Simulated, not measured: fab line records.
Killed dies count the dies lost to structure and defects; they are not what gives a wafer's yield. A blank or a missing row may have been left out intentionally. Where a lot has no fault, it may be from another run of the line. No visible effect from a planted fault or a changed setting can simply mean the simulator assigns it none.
Chamber matching -- flow nand_harc -- NHARC_A_STAIRCASE_ETCHBACK_157 on rie_diel-13 has 4 sister chambers
The step etches the open film in CH3F/O2, target depth 90 nm, time 167.14 s. 14 wafers are shown with their chamber, then 7 later ones without.

== EACH WAFER AND ITS CHAMBER ==
wafer,chamber,showerhead_plenum_p_Torr (Torr),throttle_valve_pct (%),rf_vpp_V (V)
L656.1,3,2.35,20.664,243.6
L656.2,1,2.28,20.672,242.1
L656.6,3,2.35,20.661,243.4
L657.2,2,2.46,20.670,244.5
L657.4,1,2.28,20.661,242.1
L657.5,3,2.35,20.662,242.0
L659.1,0,2.46,20.675,243.9
L659.4,1,2.28,20.670,242.2
L659.5,3,2.34,20.666,243.5
L658.3,2,2.46,20.644,244.9
L658.5,0,2.46,20.669,244.0
L658.6,1,2.28,20.664,242.1
L668.4,1,2.65,20.656,247.6
L668.5,2,2.45,20.663,241.8

SIGNATURES (means of the wafers above)
reading,chamber 0,chamber 1,chamber 2,chamber 3,scatter within a chamber
showerhead_plenum_p_Torr,2.4600,2.3540,2.4567,2.3475,0.105
throttle_valve_pct,20.67200,20.66460,20.65900,20.66325,0.00752
rf_vpp_V,243.950,243.220,243.733,243.125,1.77
Rule: for each reading, subtract the chamber's mean from the wafer's reading, divide by that reading's scatter and square the result; add these up over the readings and take the root, which gives the wafer's distance from the chamber. The wafer belongs to the nearest chamber; if the next one is less than 2 further off, it can't be placed. The scatter: take each reading less its chamber's mean, square it, sum over the shown wafers, divide by the number of wafers less the number of chambers, and take the root.

== WAFERS MISSING THEIR CHAMBER ==
wafer,showerhead_plenum_p_Torr (Torr),throttle_valve_pct (%),rf_vpp_V (V)
L668.6,2.65,20.661,248.5
L671.3,2.45,20.667,243.5
L671.5,2.45,20.666,243.3
L671.6,2.33,20.656,242.4
L676.2,2.64,20.647,247.6
L676.3,2.44,20.657,244.2
L676.5,2.44,20.653,242.4

== WHICH CHAMBER EACH WENT THROUGH ==
wafer,from the rows above,in truth
L668.6,can't be placed: 2 or 0 or 1 or 3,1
L671.3,can't be placed: 0 or 1 or 2 or 3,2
L671.5,can't be placed: 0 or 1 or 2 or 3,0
L671.6,can't be placed: 3 or 1 or 2 or 0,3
L676.2,can't be placed: 2 or 0 or 3 or 1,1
L676.3,can't be placed: 2 or 3 or 1 or 0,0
L676.5,can't be placed: 2 or 3 or 1 or 0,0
Correctly placed: 0 of 7. These rows do not allow placing 7 (true chamber among the candidates in 7). Number placed wrongly: 0.
